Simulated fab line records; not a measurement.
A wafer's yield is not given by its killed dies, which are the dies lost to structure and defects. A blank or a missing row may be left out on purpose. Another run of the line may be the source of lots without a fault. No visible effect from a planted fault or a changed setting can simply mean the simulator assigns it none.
Which tool did it?	flow n5-finfet	24 lots with 72 wafers sampled at 6 steps, on a route of 1938 steps

WHAT EACH GAUGE READ, for each wafer
No reading from a measuring or inspecting step in the record can be judged against a usual standard deviation.

TOOL THAT RAN EACH LOT (tool first, then ch and the chambers of the sampled wafers, then the start)
lot	N5_HKMG_FIN_ALD_36	N5_HKMG_FIN_CMP_23	N5_GATE_CUT_STRIP_59	N5_GATE_CUT_CUT_ETCH_54	N5_GATE_CUT_VAPOR_ETCH_51	N5_GATE_CUT_CMP_23
L074	ald-metal-01 ch 0,1,2, day 4 02:26	cmp-01 ch 0,1,2, day 4 07:19	rie-diel-05 ch 0,2,3, day 4 08:27	rie-metal-02 ch 0,1, day 4 12:18	rie-metal-02 ch 0,1, day 4 12:29	cmp-01 ch 1,2,3, day 4 14:33
L075	ald-metal-02 ch 0,3, day 4 11:17	cmp-04 ch 0,1,3, day 4 16:30	rie-diel-05 ch 2,3, day 4 17:34	rie-metal-03 ch 0,1, day 4 21:50	rie-metal-03 ch 0,1, day 4 22:01	cmp-04 ch 1,3, day 4 23:50
L076	ald-metal-01 ch 0,1,3, day 4 18:56	cmp-01 ch 0,2,3, day 5 00:01	rie-diel-04 ch 1,2,3, day 5 01:12	rie-metal-02 ch 0,1, day 5 05:27	rie-metal-02 ch 0,1, day 5 05:37	cmp-02 ch 0,2,3, day 5 07:41
L077	ald-metal-01 ch 0,1,2, day 5 01:37	cmp-01 ch 0,1,3, day 5 07:08	rie-diel-05 ch 1,3, day 5 08:11	rie-metal-03 ch 0,1, day 5 12:17	rie-metal-03 ch 0,1, day 5 12:27	cmp-01 ch 0,3, day 5 14:08
L078	ald-metal-01 ch 0,1,2, day 5 02:38	cmp-03 ch 0,2,3, day 5 07:55	rie-diel-05 ch 1,2,3, day 5 08:56	rie-metal-03 ch 0,1, day 5 13:34	rie-metal-03 ch 0,1, day 5 13:44	cmp-04 ch 2,3, day 5 15:26
L079	ald-metal-01 ch 0,3, day 5 09:46	cmp-03 ch 0,2,3, day 5 14:55	rie-diel-05 ch 2,3, day 5 15:55	rie-metal-01 ch 0,1, day 5 19:40	rie-metal-01 ch 0,1, day 5 19:50	cmp-04 ch 2,3, day 5 21:32
L080	ald-metal-01 ch 0,1, day 5 14:59	cmp-03 ch 2,3, day 5 20:30	rie-diel-05 ch 1,2,3, day 5 21:40	rie-metal-01 ch 0,1, day 6 01:24	rie-metal-01 ch 0,1, day 6 01:35	cmp-04 ch 0,1,3, day 6 03:46
L081	ald-metal-01 ch 0,1,3, day 6 00:30	cmp-01 ch 0,2,3, day 6 05:31	rie-diel-01 ch 1,2,3, day 6 06:39	rie-metal-01 ch 1, day 6 10:42	rie-metal-01 ch 1, day 6 10:53	cmp-02 ch 0,1,2, day 6 12:40
L082	ald-metal-04 ch 0,1,3, day 6 06:59	cmp-03 ch 1,2,3, day 6 11:55	rie-diel-04 ch 1,2,3, day 6 13:04	rie-metal-01 ch 0,1, day 6 16:55	rie-metal-01 ch 0,1, day 6 17:05	cmp-02 ch 1,3, day 6 18:52
L083	ald-metal-04 ch 0,2,3, day 6 13:31	cmp-04 ch 1,2,3, day 6 18:49	rie-diel-04 ch 0,3, day 6 20:08	rie-metal-02 ch 0,1, day 7 00:00	rie-metal-02 ch 0,1, day 7 00:11	cmp-04 ch 2,3, day 7 02:25
L084	ald-metal-04 ch 0,1, day 6 16:22	cmp-03 ch 0,2, day 6 21:25	rie-diel-05 ch 0,1,3, day 6 22:32	rie-metal-02 ch 0,1, day 7 02:23	rie-metal-02 ch 0,1, day 7 02:34	cmp-04 ch 2,3, day 7 04:16
L085	ald-metal-04 ch 1,2, day 7 00:01	cmp-01 ch 0,1,3, day 7 05:16	rie-diel-01 ch 2,3, day 7 06:42	rie-metal-02 ch 0,1, day 7 10:42	rie-metal-02 ch 0,1, day 7 10:53	cmp-02 ch 0,1, day 7 13:06
L086	ald-metal-02 ch 0,1,3, day 7 03:10	cmp-03 ch 0,1,3, day 7 08:05	rie-diel-01 ch 2,3, day 7 09:13	rie-metal-02 ch 0,1, day 7 13:11	rie-metal-02 ch 0,1, day 7 13:22	cmp-01 ch 0,2,3, day 7 15:03
L087	ald-metal-02 ch 0,1, day 7 10:54	cmp-01 ch 2,3, day 7 16:14	rie-diel-05 ch 0,2,3, day 7 17:18	rie-metal-01 ch 0,1, day 7 21:11	rie-metal-01 ch 0,1, day 7 21:22	cmp-02 ch 1,3, day 7 23:05
L088	ald-metal-02 ch 0,1,2, day 7 15:04	cmp-03 ch 0,3, day 7 20:21	rie-diel-01 ch 1,2, day 7 21:41	rie-metal-02 ch 0,1, day 8 02:29	rie-metal-02 ch 0,1, day 8 02:40	cmp-04 ch 0,1, day 8 04:20
L089	ald-metal-02 ch 0,1,2, day 7 19:45	cmp-01 ch 0,2,3, day 8 00:39	rie-diel-05 ch 0,2,3, day 8 01:50	rie-metal-02 ch 0,1, day 8 05:39	rie-metal-02 ch 0,1, day 8 05:50	cmp-04 ch 0,2,3, day 8 07:47
L090	ald-metal-04 ch 0,3, day 8 02:17	cmp-01 ch 1,2, day 8 07:28	rie-diel-01 ch 1,2,3, day 8 08:31	rie-metal-03 ch 0,1, day 8 12:21	rie-metal-03 ch 0,1, day 8 12:32	cmp-04 ch 0,3, day 8 14:14
L091	ald-metal-01 ch 1,2,3, day 8 07:08	cmp-03 ch 2,3, day 8 12:05	rie-diel-05 ch 0,1, day 8 13:14	rie-metal-02 ch 0,1, day 8 17:56	rie-metal-02 ch 0,1, day 8 18:06	cmp-02 ch 0,1,3, day 8 20:04
L092	ald-metal-04 ch 1,3, day 8 14:17	cmp-01 ch 1,2,3, day 8 19:23	rie-diel-01 ch 0,1,2, day 8 20:25	rie-metal-02 ch 0,1, day 9 00:16	rie-metal-02 ch 0,1, day 9 00:26	cmp-04 ch 1,3, day 9 02:10
L093	ald-metal-02 ch 0,1,2, day 8 19:52	cmp-03 ch 0,3, day 9 00:58	rie-diel-04 ch 0,2,3, day 9 02:01	rie-metal-03 ch 0,1, day 9 05:50	rie-metal-03 ch 0,1, day 9 06:00	cmp-02 ch 0,3, day 9 07:49
L094	ald-metal-02 ch 1,2, day 9 04:31	cmp-01 ch 0,1,3, day 9 09:29	rie-diel-04 ch 1,2, day 9 10:33	rie-metal-03 ch 0,1, day 9 14:22	rie-metal-03 ch 0,1, day 9 14:32	cmp-04 ch 0,2,3, day 9 16:19
L095	ald-metal-02 ch 1,2,3, day 9 07:03	cmp-04 ch 1,2,3, day 9 12:07	rie-diel-04 ch 0,1,2, day 9 13:15	rie-metal-02 ch 0,1, day 9 17:11	rie-metal-02 ch 0,1, day 9 17:22	cmp-01 ch 0,1,3, day 9 19:09
L096	ald-metal-04 ch 0,1,3, day 9 13:18	cmp-04 ch 0,1,2, day 9 18:10	rie-diel-04 ch 0,1,3, day 9 19:18	rie-metal-02 ch 0,1, day 9 23:07	rie-metal-02 ch 0,1, day 9 23:18	cmp-01 ch 1,2,3, day 10 01:03
L097	ald-metal-02 ch 0,2,3, day 9 18:23	cmp-01 ch 1,2,3, day 9 23:35	rie-diel-04 ch 0,1, day 10 00:29	rie-metal-02 ch 0,1, day 10 04:41	rie-metal-02 ch 0,1, day 10 04:52	cmp-02 ch 1,2,3, day 10 06:40
- N5_HKMG_FIN_ALD_36: deposits TiN, target thk 1 nm, pulse time 1 s, purge time 3 s.
- N5_HKMG_FIN_CMP_23: polishes, stops on SiNx, t overpolish 10 s, target thk 46.326 nm.
- N5_GATE_CUT_STRIP_59: strips in N2/H2, time 20 s.
- N5_GATE_CUT_CUT_ETCH_54: etches TiN in Cl2/BCl3, target depth 96.7 nm.
- N5_GATE_CUT_VAPOR_ETCH_51: etches HfO2 in BCl3/Cl2.
- N5_GATE_CUT_CMP_23: polishes, stops on SiO2, t overpolish 23.4 s, target thk 16 nm.

AS READ BY THE TOOLS THEMSELVES (means over the sampled wafers that have a number; for cases with no such wafer, the mark the record gives instead)
N5_HKMG_FIN_ALD_36. Usual: chamber-pressure-Torr 3.000 Torr, standard deviation 0.0064; heater-power-w 880 W, standard deviation 93; precursor-pulse-height-rel 0.997, standard deviation 0.022.
lot	tool	chamber-pressure-Torr (Torr)	heater-power-w (W)	precursor-pulse-height-rel	flag
L074	ald-metal-01	3.000	798	1.020	
L075	ald-metal-02	3.004	946	1.005	
L076	ald-metal-01	2.995	858	0.980	
L077	ald-metal-01	2.996	798	1.004	
L078	ald-metal-01	3.006	789	0.999	
L079	ald-metal-01	3.000	933	1.004	
L080	ald-metal-01	2.994	809	0.995	
L081	ald-metal-01	3.001	868	0.993	
L082	ald-metal-04	3.000	914	1.004	
L083	ald-metal-04	2.996	895	0.996	
L084	ald-metal-04	3.004	884	0.993	
L085	ald-metal-04	2.994	810	0.983	
L086	ald-metal-02	3.001	921	1.019	
L087	ald-metal-02	2.998	978	0.982	
L088	ald-metal-02	3.003	906	1.003	
L089	ald-metal-02	3.000	894	0.995	
L090	ald-metal-04	3.001	925	0.995	
L091	ald-metal-01	2.999	826	0.998	
L092	ald-metal-04	2.993	881	1.009	
L093	ald-metal-02	2.999	905	1.002	
L094	ald-metal-02	3.008	824	1.002	
L095	ald-metal-02	3.000	841	0.984	
L096	ald-metal-04	3.000	904	1.000	
L097	ald-metal-02	3.001	926	1.002	

N5_HKMG_FIN_CMP_23. Usual: motor-current-A 12.0 A, standard deviation 1.5; overpolish-run-s 10.001 s, standard deviation 0.0098; time-to-endpoint-s 11.6 s, standard deviation 2.3.
lot	tool	motor-current-A (A)	overpolish-run-s (s)	time-to-endpoint-s (s)	flag
L074	cmp-01	13.1	10.001	13.1	
L075	cmp-04	11.9	9.993	11.6	
L076	cmp-01	13.3	10.001	12.8	
L077	cmp-01	11.6	9.996	11.3	
L078	cmp-03	11.8	9.995	14.7	
L079	cmp-03	11.9	9.989	10.7	
L080	cmp-03	11.5	9.990	13.9	
L081	cmp-01	12.9	9.994	8.4	
L082	cmp-03	11.4	9.997	13.6	
L083	cmp-04	12.4	10.003	10.6	
L084	cmp-03	11.6	10.006	12.0	
L085	cmp-01	12.0	10.000	7.7	
L086	cmp-03	11.3	10.007	12.3	
L087	cmp-01	13.1	10.002	12.3	
L088	cmp-03	11.8	10.000	12.3	
L089	cmp-01	13.7	10.012	9.6	
L090	cmp-01	11.9	10.008	12.0	
L091	cmp-03	11.6	10.000	13.9	
L092	cmp-01	11.9	10.005	11.8	
L093	cmp-03	11.4	9.998	9.0	
L094	cmp-01	11.7	10.013	11.4	
L095	cmp-04	12.0	10.005	13.3	
L096	cmp-04	11.1	9.997	13.5	
L097	cmp-01	12.3	9.995	11.2	

N5_GATE_CUT_STRIP_59. Usual: chamber-pressure-mTorr 99.99 mTorr, standard deviation 0.096; drypump-motor-current-A 5.6 A, standard deviation 0.49; oes-product-au 0.80 a.u., standard deviation 0.083; rf-vpp-V 45.3 V, standard deviation 0.83; showerhead-plenum-p-Torr 3.38 Torr, standard deviation 0.11; throttle-valve-pct 12.23 %, standard deviation 0.25.
lot	tool	chamber-pressure-mTorr (mTorr)	drypump-motor-current-A (A)	oes-product-au (a.u.)	rf-vpp-V (V)	showerhead-plenum-p-Torr (Torr)	throttle-valve-pct (%)	flag
L074	rie-diel-05	100.02	5.1	0.82	44.9	3.36	12.11	
L075	rie-diel-05	99.87	5.2	0.88	45.5	3.28	11.97	
L076	rie-diel-04	99.99	5.7	0.82	45.1	3.31	12.19	
L077	rie-diel-05	100.10	5.3	0.91	45.8	3.39	12.07	
L078	rie-diel-05	99.97	5.5	0.87	45.0	3.37	12.08	
L079	rie-diel-05	99.96	5.3	0.83	44.2	3.26	12.01	
L080	rie-diel-05	100.01	5.5	0.87	44.9	3.37	12.09	
L081	rie-diel-01	99.99	5.9	0.85	46.0	3.42	12.06	
L082	rie-diel-04	100.00	5.7	0.80	45.6	3.30	12.23	
L083	rie-diel-04	99.90	5.8	0.71	44.8	3.36	12.59	
L084	rie-diel-05	99.89	5.2	0.83	46.2	3.46	12.23	
L085	rie-diel-01	100.03	5.5	0.88	45.3	3.40	11.98	
L086	rie-diel-01	99.96	5.5	0.88	45.5	3.40	11.98	
L087	rie-diel-05	100.05	5.1	0.80	45.4	3.35	12.17	
L088	rie-diel-01	99.95	5.8	0.77	45.6	3.47	12.20	
L089	rie-diel-05	99.99	5.1	0.79	44.8	3.35	12.17	
L090	rie-diel-01	100.04	5.9	0.83	44.7	3.41	12.09	
L091	rie-diel-05	99.94	5.5	0.83	45.4	3.55	12.37	
L092	rie-diel-01	100.01	5.8	0.75	44.9	3.47	12.38	
L093	rie-diel-04	100.03	5.7	0.72	45.3	3.31	12.41	
L094	rie-diel-04	100.04	5.6	0.82	45.4	3.27	12.10	
L095	rie-diel-04	100.01	5.7	0.78	45.3	3.29	12.26	
L096	rie-diel-04	100.01	5.8	0.75	45.4	3.33	12.47	
L097	rie-diel-04	100.03	5.8	0.80	44.8	3.31	12.30	

N5_GATE_CUT_CUT_ETCH_54. Usual: chamber-pressure-mTorr 10.000 mTorr, standard deviation 0.0082; drypump-motor-current-A 5.5 A, standard deviation 0.63; etch-rf-on-time-s 36.3 s, standard deviation 0.71; oes-product-au 0.70 a.u., standard deviation 0.11; throttle-valve-pct 22.19 %, standard deviation 0.17.
lot	tool	chamber-pressure-mTorr (mTorr)	drypump-motor-current-A (A)	etch-rf-on-time-s (s)	oes-product-au (a.u.)	throttle-valve-pct (%)	flag
L074	rie-metal-02	10.003	5.4	36.2	0.67	22.15	
L075	rie-metal-03	10.000	5.4	35.9	0.70	22.34	
L076	rie-metal-02	9.998	5.4	36.5	0.66	22.17	
L077	rie-metal-03	10.001	5.7	36.0	0.65	22.21	
L078	rie-metal-03	9.999	5.7	36.2	0.65	22.23	
L079	rie-metal-01	9.996	5.2	35.8	0.78	22.06	
L080	rie-metal-01	10.000	5.4	36.3	0.76	21.98	
L081	rie-metal-01	9.995	5.7	36.8	0.74	21.90	
L082	rie-metal-01	10.004	5.1	36.0	0.77	22.07	
L083	rie-metal-02	10.003	5.9	36.0	0.75	22.24	
L084	rie-metal-02	9.999	5.9	36.1	0.74	22.24	
L085	rie-metal-02	9.996	5.3	36.6	0.64	22.17	
L086	rie-metal-02	9.992	5.9	36.1	0.73	22.25	
L087	rie-metal-01	10.000	5.2	35.9	0.76	22.07	
L088	rie-metal-02	9.997	5.9	36.5	0.72	22.26	
L089	rie-metal-02	10.001	5.3	36.8	0.64	22.18	
L090	rie-metal-03	10.003	5.4	36.0	0.70	22.35	
L091	rie-metal-02	9.996	5.9	36.6	0.72	22.27	
L092	rie-metal-02	10.000	5.4	36.6	0.64	22.19	
L093	rie-metal-03	10.007	5.7	36.2	0.64	22.23	
L094	rie-metal-03	10.005	5.4	36.4	0.68	22.37	
L095	rie-metal-02	10.007	5.9	36.6	0.72	22.27	
L096	rie-metal-02	10.000	5.3	36.6	0.63	22.19	
L097	rie-metal-02	9.999	5.4	36.8	0.63	22.19	

N5_GATE_CUT_VAPOR_ETCH_51. Usual: drypump-motor-current-A 5.5 A, standard deviation 0.63; oes-product-au 0.77 a.u., standard deviation 0.13.
lot	tool	drypump-motor-current-A (A)	oes-product-au (a.u.)	flag
L074	rie-metal-02	5.3	0.73	
L075	rie-metal-03	5.4	0.78	
L076	rie-metal-02	5.4	0.73	
L077	rie-metal-03	5.7	0.71	
L078	rie-metal-03	5.7	0.71	
L079	rie-metal-01	5.2	0.85	
L080	rie-metal-01	5.4	0.84	
L081	rie-metal-01	5.7	0.83	
L082	rie-metal-01	5.2	0.85	
L083	rie-metal-02	5.8	0.82	
L084	rie-metal-02	5.9	0.82	
L085	rie-metal-02	5.4	0.70	
L086	rie-metal-02	5.8	0.80	
L087	rie-metal-01	5.2	0.83	
L088	rie-metal-02	5.9	0.80	
L089	rie-metal-02	5.4	0.70	
L090	rie-metal-03	5.4	0.76	
L091	rie-metal-02	5.9	0.79	
L092	rie-metal-02	5.3	0.69	
L093	rie-metal-03	5.7	0.69	
L094	rie-metal-03	5.4	0.75	
L095	rie-metal-02	5.9	0.78	
L096	rie-metal-02	5.4	0.69	
L097	rie-metal-02	5.3	0.69	

N5_GATE_CUT_CMP_23. Usual: motor-current-A 9.3 A, standard deviation 1.1; overpolish-run-s 23.400 s, standard deviation 0.0099; time-to-endpoint-s 18.9 s, standard deviation 2.1.
lot	tool	motor-current-A (A)	overpolish-run-s (s)	time-to-endpoint-s (s)	flag
L074	cmp-01	9.0	23.396	19.9	
L075	cmp-04	8.7	23.404	21.7	
L076	cmp-02	10.5	23.407	20.2	
L077	cmp-01	9.1	23.391	19.0	
L078	cmp-04	10.1	23.404	22.4	
L079	cmp-04	10.2	23.404	19.5	
L080	cmp-04	8.8	23.396	18.2	
L081	cmp-02	9.7	23.400	18.0	
L082	cmp-02	9.8	23.407	18.7	
L083	cmp-04	10.3	23.399	19.3	
L084	cmp-04	9.6	23.397	20.7	
L085	cmp-02	9.8	23.394	18.4	
L086	cmp-01	9.9	23.406	16.3	
L087	cmp-02	9.5	23.400	18.5	
L088	cmp-04	8.3	23.401	17.2	
L089	cmp-04	9.4	23.404	16.6	
L090	cmp-04	9.4	23.404	18.4	
L091	cmp-02	10.0	23.394	18.7	
L092	cmp-04	8.7	23.394	19.2	
L093	cmp-02	10.9	23.405	18.2	
L094	cmp-04	9.3	23.394	17.6	
L095	cmp-01	8.6	23.396	15.6	
L096	cmp-01	8.9	23.393	18.9	
L097	cmp-02	9.4	23.410	19.9	

THE ANSWER, worked out from the rows above alone
Rule: a lot counts as off when the mean over its wafers that have a number is more than 3 standard deviations away from the usual mean. A lot without any number at a reading at which 4 lots or more have one is off too. Where the step has rows for the other lots, those lots are counted as sound. After the gauges, taken in route order, come the tools' own readings; for these a lot's mean is taken, as printed above. The first step at which some lot is off is used, and at that step the reading that is off furthest; a lot without a number counts as furthest.
Across all readings shown, no lot is off: no conclusion can be drawn from this.

WHAT THE SIMULATOR HAD PUT IN
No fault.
